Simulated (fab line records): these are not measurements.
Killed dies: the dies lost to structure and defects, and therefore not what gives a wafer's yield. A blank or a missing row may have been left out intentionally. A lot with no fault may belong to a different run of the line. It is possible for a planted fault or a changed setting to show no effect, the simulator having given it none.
Matching of chambers ; flow nand-harc ; NHARC_A_BONDPAD_ETCH_34 on rie-diel-02: 4 sister chambers
The step etches the open film in N2/H2, target depth 60 nm, overetch 18 nm, time 65.91 s. 14 wafers are shown with their chamber, then 6 later ones without.

WAFERS, EACH WITH ITS CHAMBER
wafer;chamber;drypump-motor-current-A (A);rf-vpp-V (V);throttle-valve-pct (%)
L763.2;3;5.3;429.6;14.186
L763.3;1;5.8;427.0;14.172
L763.5;3;5.3;432.2;14.170
L764.1;3;5.3;430.5;14.173
L764.4;0;6.4;431.5;14.176
L764.6;3;5.3;429.7;14.171
L765.2;0;6.4;433.2;14.154
L765.4;1;5.8;427.5;14.182
L765.5;3;5.3;429.3;14.164
L769.2;2;5.8;432.4;14.161
L769.3;1;5.8;429.1;14.168
L769.5;1;5.8;428.9;14.168
L773.1;2;5.8;433.3;14.167
L773.3;1;5.9;428.3;14.167

SIGNATURES (means of the wafers above)
reading;chamber 0;chamber 1;chamber 2;chamber 3;scatter within a chamber
drypump-motor-current-A;6.400;5.820;5.800;5.300;0.0283
rf-vpp-V;432.350;428.160;432.850;430.260;1.03
throttle-valve-pct;14.16500;14.17140;14.16400;14.17280;0.00823
Rule: a wafer's distance from a chamber is the root of the sum, over the readings, of the square of ((its reading less the chamber's mean) divided by the reading's scatter). The wafer belongs to the nearest chamber; if the next one is less than 2 further off, it can't be placed. The scatter: the root of (the sum of the squares of (reading less its chamber's mean) over the shown wafers, divided by (wafers less chambers)).

WAFERS WITH NO CHAMBER GIVEN
wafer;drypump-motor-current-A (A);rf-vpp-V (V);throttle-valve-pct (%)
L773.6;5.8;432.4;14.174
L775.3;5.3;429.5;14.188
L775.4;6.3;432.6;14.161
L775.6;5.9;429.4;14.172
L783.1;5.8;432.8;14.162
L783.4;5.9;427.7;14.173

THE CHAMBER EACH PASSED THROUGH
wafer;from the rows above;in truth
L773.6;2;2
L775.3;3;3
L775.4;0;0
L775.6;can't be placed: 1 or 2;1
L783.1;2;2
L783.4;1;1
Correctly placed: 5 of 6. Unplaceable from these rows: 1, with the true chamber sitting among the candidates in 1. Number placed wrongly: 0.
